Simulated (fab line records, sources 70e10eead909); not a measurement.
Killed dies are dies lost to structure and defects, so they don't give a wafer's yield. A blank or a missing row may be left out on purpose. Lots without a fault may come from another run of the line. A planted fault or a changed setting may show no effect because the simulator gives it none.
Which tool did it? | flow nand_harc | 13 lots, 39 wafers sampled, at 5 steps of a route of 1159

WHAT THE GAUGES READ, wafer by wafer
NHARC_P_M1_INSPECT_11. Usual: raw_defect_count 4.2, standard deviation 2.5.
lot  | measured     | on                | raw_defect_count | flag
L350 | day 6 00:20  | defect_inspect-01 | 3 3 7            |
L351 | day 6 17:22  | defect_inspect-02 | 10 7 4           |
L355 | day 7 19:13  | defect_inspect-02 | 2 8 3            |
L356 | day 7 19:48  | defect_inspect-01 | 6 0 7            |
L357 | day 8 00:28  | defect_inspect-01 | 4 3 3            |
L358 | day 8 08:59  | defect_inspect-02 | 4 2 3            |
L359 | day 8 14:29  | defect_inspect-02 | 7 3 4            |
L364 | day 9 16:19  | defect_inspect-02 | 5 2 1            |
L367 | day 10 13:49 | defect_inspect-01 | 2 4 0            |
L366 | day 10 14:10 | defect_inspect-02 | 6 2 6            |
L368 | day 10 15:52 | defect_inspect-02 | 7 6 10           |
L370 | day 11 06:42 | defect_inspect-01 | 7 8 8            |
L371 | day 11 11:05 | defect_inspect-02 | 2 4 2            |

NHARC_END_SORT_01. Usual: defect_limited_yield 95.4 %, standard deviation 1.4; killed_at_array 27, standard deviation 10; killed_at_other 0.6, standard deviation 1; killed_at_periphery 3.4, standard deviation 2.7; killed_dies 31, standard deviation 9.7; killed_open 3.4, standard deviation 1.7; killed_short 2.2, standard deviation 1.5; sort_bin_2_pct 1.4 %, standard deviation 0.57; sort_bin_3_pct 0.25 %, standard deviation 0.23; sort_bin_4_pct 3.0 %, standard deviation 0.94; sort_n_pass 646, standard deviation 9.7; sort_rim_yield_pct 95.3 %, standard deviation 3; sort_yield_pct 95.4 %, standard deviation 1.4.
lot  | measured     | on        | defect_limited_yield (%) | killed_at_array | killed_at_other | killed_at_periphery | killed_dies | killed_open | killed_short | sort_bin_2_pct (%) | sort_bin_3_pct (%) | sort_bin_4_pct (%) | sort_n_pass | sort_rim_yield_pct (%) | sort_yield_pct (%) | flag
L350 | day 19 18:23 | prober-01 | 95.3 95.1 95.1           | 29 29 28        | 1 0 0           | 2 4 5               | 32 33 33    | 3 1 4       | 4 6 2        | 1.8 1.5 1.5        | 0.44 0.74 0.44     | 2.5 2.7 3.0        | 645 644 644 | 95.3 98.1 90.6         | 95.3 95.1 95.1     |
L351 | day 20 03:45 | prober-01 | 96.0 95.7 96.6           | 16 20 17        | 1 3 1           | 10 6 5              | 27 29 23    | 4 4 2       | 3 3 4        | 1.2 0.9 0.7        | 0.15 0.15 0.44     | 2.7 3.2 2.2        | 650 648 654 | 95.3 97.2 98.1         | 96.0 95.7 96.6     |
L355 | day 20 18:31 | prober-01 | 94.1 94.7 94.4           | 39 31 34        | 0 0 1           | 1 5 3               | 40 36 38    | 2 5 3       | 4 1 4        | 1.0 1.8 1.5        | 0.74 0.15 0.15     | 4.1 3.4 4.0        | 637 641 639 | 96.2 97.2 91.5         | 94.1 94.7 94.4     |
L356 | day 20 17:53 | prober-02 | 98.4 97.3 96.6           | 8 17 18         | 1 0 0           | 2 1 5               | 11 18 23    | 3 3 8       | 0 5 5        | 0.6 0.7 1.0        | 0 0 0              | 1.0 1.9 2.4        | 666 659 654 | 100.0 99.1 98.1        | 98.4 97.3 96.6     |
L357 | day 21 14:51 | prober-01 | 96.2 97.6 97.6           | 19 12 13        | 3 0 1           | 4 4 2               | 26 16 16    | 6 5 2       | 4 2 1        | 0.6 0.6 1.2        | 0.59 0 0.30        | 2.7 1.8 0.9        | 651 661 661 | 96.2 99.1 98.1         | 96.2 97.6 97.6     |
L358 | day 21 14:04 | prober-02 | 94.7 95.3 95.3           | 32 27 29        | 2 1 2           | 2 4 1               | 36 32 32    | 3 1 5       | 1 3 1        | 1.6 2.1 1.5        | 0 0.15 0.30        | 3.7 2.5 3.0        | 641 645 645 | 93.4 98.1 97.2         | 94.7 95.3 95.3     |
L359 | day 22 07:11 | prober-01 | 97.3 96.9 96.5           | 11 12 18        | 3 4 0           | 4 5 6               | 18 21 24    | 2 3 7       | 2 3 2        | 1.2 0.6 0.7        | 0 0.30 0           | 1.5 2.2 2.8        | 659 656 653 | 99.1 98.1 98.1         | 97.3 96.9 96.5     |
L364 | day 23 13:26 | prober-01 | 96.9 94.4 96.5           | 19 35 22        | 0 0 0           | 2 3 2               | 21 38 24    | 1 4 2       | 1 0 2        | 1.2 1.8 1.0        | 0.15 0.30 0.15     | 1.8 3.5 2.4        | 656 639 653 | 92.5 93.4 93.4         | 96.9 94.4 96.5     |
L367 | day 24 02:54 | prober-01 | 93.4 94.1 92.9           | 45 40 48        | 0 0 0           | 0 0 0               | 45 40 48    | 2 1 6       | 3 1 0        | 1.9 1.6 3.0        | 0.15 0.44 0.44     | 4.6 3.8 3.7        | 632 637 629 | 88.7 97.2 95.3         | 93.4 94.1 92.9     |
L366 | day 24 20:17 | prober-01 | 92.0 93.9 92.0           | 52 39 52        | 0 1 0           | 2 1 2               | 54 41 54    | 5 1 2       | 6 3 4        | 2.2 2.1 2.5        | 0.30 0.59 0.44     | 5.5 3.4 5.0        | 623 636 623 | 91.5 93.4 95.3         | 92.0 93.9 92.0     |
L368 | day 24 04:32 | prober-02 | 96.2 95.7 95.4           | 17 25 21        | 0 0 1           | 9 4 9               | 26 29 31    | 2 5 2       | 6 3 1        | 0.9 1.5 1.3        | 0.15 0.15 0.30     | 2.8 2.7 3.0        | 651 648 646 | 97.2 97.2 99.1         | 96.2 95.7 95.4     |
L370 | day 25 02:26 | prober-01 | 96.8 95.9 96.9           | 16 22 16        | 0 0 1           | 6 6 4               | 22 28 21    | 3 6 2       | 3 2 1        | 1.2 1.0 1.0        | 0 0.15 0           | 2.1 3.0 2.1        | 655 649 656 | 95.3 93.4 97.2         | 96.8 95.9 96.9     |
L371 | day 24 22:47 | prober-02 | 91.3 91.9 92.8           | 52 49 42        | 1 2 1           | 6 4 6               | 59 55 49    | 4 6 5       | 1 3 0        | 2.1 2.5 2.8        | 0.74 1.03 0.44     | 5.9 4.6 4.0        | 618 622 628 | 84.9 91.5 90.6         | 91.3 91.9 92.8     |

WHICH TOOL RAN EACH LOT (tool, then ch and the chambers of the sampled wafers, then the start)
lot  | NHARC_P_M0_ANNEAL_30             | NHARC_P_M0_PRE_CLEAN_31         | NHARC_P_M1_SOFTBAKE_04
L350 | rtp_anneal-02 ch 0, day 5 22:07  | pecvd-02 ch 0,2, day 5 23:01    | litho_track-04 ch 0, day 5 23:00
L351 | rtp_anneal-01 ch 0, day 6 15:14  | pecvd-01 ch 1,2, day 6 16:01    | litho_track-04 ch 0, day 6 16:00
L355 | rtp_anneal-02 ch 0, day 7 16:56  | pecvd-03 ch 0,1,2, day 7 17:46  | litho_track-04 ch 0, day 7 18:00
L356 | rtp_anneal-02 ch 0, day 7 17:25  | pecvd-03 ch 0,1,2, day 7 18:23  | litho_track-04 ch 0, day 7 19:00
L357 | rtp_anneal-01 ch 0, day 7 22:00  | pecvd-02 ch 0,2, day 7 22:55    | litho_track-01 ch 0, day 7 23:00
L358 | rtp_anneal-02 ch 0, day 8 06:40  | pecvd-03 ch 0,1,2, day 8 07:32  | litho_track-04 ch 0, day 8 08:00
L359 | rtp_anneal-02 ch 0, day 8 12:13  | pecvd-01 ch 1,2, day 8 13:03    | litho_track-01 ch 0, day 8 13:00
L364 | rtp_anneal-01 ch 0, day 9 14:09  | pecvd-01 ch 0,1,2, day 9 14:59  | litho_track-04 ch 0, day 9 15:00
L367 | rtp_anneal-01 ch 0, day 10 11:25 | pecvd-02 ch 0,1,2, day 10 12:19 | litho_track-04 ch 0, day 10 13:00
L366 | rtp_anneal-02 ch 0, day 10 11:58 | pecvd-01 ch 0,1,2, day 10 12:44 | litho_track-06 ch 0, day 10 13:00
L368 | rtp_anneal-01 ch 0, day 10 13:38 | pecvd-02 ch 0,2, day 10 14:25   | litho_track-04 ch 0, day 10 15:00
L370 | rtp_anneal-02 ch 0, day 11 04:23 | pecvd-02 ch 0,1,2, day 11 05:17 | litho_track-06 ch 0, day 11 06:00
L371 | rtp_anneal-02 ch 0, day 11 08:20 | pecvd-03 ch 0,1,2, day 11 09:29 | litho_track-06 ch 0, day 11 10:00
- NHARC_P_M0_ANNEAL_30: time 90 s.
- NHARC_P_M0_PRE_CLEAN_31: time 12 s.
- NHARC_P_M1_SOFTBAKE_04: time 55 s.

WHAT THE TOOLS THEMSELVES READ (means of the sampled wafers that have a number; where no wafer has one, the mark that the record gives instead)
NHARC_P_M0_ANNEAL_30. Usual: wafer_temp_C_max 225.95, standard deviation 0.25.
lot  | tool          | wafer_temp_C_max | flag
L350 | rtp_anneal-02 | 226.07           |
L351 | rtp_anneal-01 | 226.03           |
L355 | rtp_anneal-02 | 226.27           |
L356 | rtp_anneal-02 | 226.19           |
L357 | rtp_anneal-01 | 225.86           |
L358 | rtp_anneal-02 | 225.82           |
L359 | rtp_anneal-02 | 226.05           |
L364 | rtp_anneal-01 | 225.66           |
L367 | rtp_anneal-01 | 225.93           |
L366 | rtp_anneal-02 | 225.97           |
L368 | rtp_anneal-01 | 226.00           |
L370 | rtp_anneal-02 | 225.75           |
L371 | rtp_anneal-02 | 225.64           |

NHARC_P_M0_PRE_CLEAN_31. Usual: heater_power_outer_w 349 W, standard deviation 51; heater_power_w 610 W, standard deviation 76.
lot  | tool     | heater_power_outer_w (W) | heater_power_w (W) | flag
L350 | pecvd-02 | 313                      | 568                |
L351 | pecvd-01 | 401                      | 646                |
L355 | pecvd-03 | 359                      | 642                |
L356 | pecvd-03 | 325                      | 590                |
L357 | pecvd-02 | 324                      | 595                |
L358 | pecvd-03 | 354                      | 632                |
L359 | pecvd-01 | 363                      | 586                |
L364 | pecvd-01 | 370                      | 599                |
L367 | pecvd-02 | 344                      | 615                |
L366 | pecvd-01 | 391                      | 620                |
L368 | pecvd-02 | 302                      | 565                |
L370 | pecvd-02 | 334                      | 613                |
L371 | pecvd-03 | 367                      | 631                |

NHARC_P_M1_SOFTBAKE_04. Usual: exhaust_pa 44.9 Pa, standard deviation 0.76; heater_power_total_W 188.46 W, standard deviation 0.14; plate_temp_C 105.00 C, standard deviation 0.14.
lot  | tool           | exhaust_pa (Pa) | heater_power_total_W (W) | plate_temp_C (C) | flag
L350 | litho_track-04 | 44.1            | 188.47                   | 104.92           |
L351 | litho_track-04 | 44.4            | 188.50                   | 104.97           |
L355 | litho_track-04 | 44.5            | 188.48                   | 104.84           |
L356 | litho_track-04 | 45.3            | 188.44                   | 105.09           |
L357 | litho_track-01 | 45.5            | 188.53                   | 105.06           |
L358 | litho_track-04 | 44.8            | 188.51                   | 105.03           |
L359 | litho_track-01 | 44.8            | 188.51                   | 104.95           |
L364 | litho_track-04 | 45.2            | 174.79                   | 99.37            | OFF
L367 | litho_track-04 | 45.1            | 174.72                   | 99.40            | OFF
L366 | litho_track-06 | 44.9            | 188.45                   | 105.00           |
L368 | litho_track-04 | 45.4            | 174.84                   | 99.30            | OFF
L370 | litho_track-06 | 45.5            | 188.43                   | 105.08           |
L371 | litho_track-06 | 45.4            | 188.45                   | 105.07           |

THE ANSWER, worked out from the rows above alone
Rule: a lot is off if the mean of its wafers that have a number lies more than 3 standard deviations from the usual mean. A lot without any number at a reading at which 4 lots or more have one is off too. The other lots that the step has rows for count as sound. The gauges are gone through in route order, then the tools' own readings, and for those a lot's mean is taken as printed above. The first step at which some lot is off is used, and at that step the reading that is off furthest; a lot without a number counts as furthest.
Off: L364, L367, L368, at NHARC_P_M1_SOFTBAKE_04 (heater_power_total_W).
A tool fits if, at that step or a process step before it, it ran every lot that is off, and no sound lot after the first of them. Can't be told from this: 2 tools fit, rtp_anneal-01 at NHARC_P_M0_ANNEAL_30, litho_track-04 at NHARC_P_M1_SOFTBAKE_04.

WHAT THE SIMULATOR HAD PUT IN
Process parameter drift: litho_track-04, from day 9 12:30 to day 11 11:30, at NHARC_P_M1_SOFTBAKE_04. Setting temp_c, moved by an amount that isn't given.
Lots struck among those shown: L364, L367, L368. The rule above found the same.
